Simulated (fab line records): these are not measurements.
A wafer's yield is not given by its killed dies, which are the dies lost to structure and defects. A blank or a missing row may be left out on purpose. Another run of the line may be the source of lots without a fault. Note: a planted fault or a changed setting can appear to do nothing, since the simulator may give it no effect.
A single fault, viewed from 2 desks -- flow n5_finfet -- each desk has only its own numbers; what lay behind them comes last

== THE TOOL OWNER'S DESK: cvd_co-02 ==
The tool's own readings at N5_BEOL_M5_CO_CAP_78 (material Co, precursor CCTBA/H2, target thk 2 nm, time 102.1 s): means of the sampled wafers that have a number, for each lot that ran on this tool. If a lot's mean is further than 4 standard deviations from the usual mean, the lot is out of limits and carries the mark OUT (the distance appears in the brackets).
Columns: A = chamber_pressure_Torr at N5_BEOL_M5_CO_CAP_78, usual 30.00 Torr; B = heater_power_w at N5_BEOL_M5_CO_CAP_78, usual 232 W
lot,first seen here,A,B
L799,day 12 18:35,30.08,211
L819,day 16 22:50,29.95,222
Finding of this desk: none of the 2 lots has anything out of limits.

== THE DEFECT DESK ==
Per lot, the means of the sampled wafers with a number show what the inspections along the route counted. If a lot's mean is further than 4 standard deviations from the usual mean, the lot is out of limits and carries the mark OUT (the distance appears in the brackets).
Columns: A = raw_defect_count at N5_BEOL_M5_INSPECT_58, usual 69; B = raw_defect_count at N5_BEOL_M6_INSPECT_13, usual 382; C = raw_defect_count at N5_BEOL_M6_INSPECT_30, usual 383
lot,first seen here,A,B,C
L799,day 12 18:48,64,387,406
L819,day 16 23:02,136,496,494
L820,day 18 04:23,67,365,343
Finding of this desk: none of the 3 lots has anything out of limits.

== PUT TOGETHER ==
Nothing out of limits was seen by the tool owner's desk.
Nothing the defect desk looked at was out of limits.

== WHAT WAS PUT IN BY THE SIMULATOR ==
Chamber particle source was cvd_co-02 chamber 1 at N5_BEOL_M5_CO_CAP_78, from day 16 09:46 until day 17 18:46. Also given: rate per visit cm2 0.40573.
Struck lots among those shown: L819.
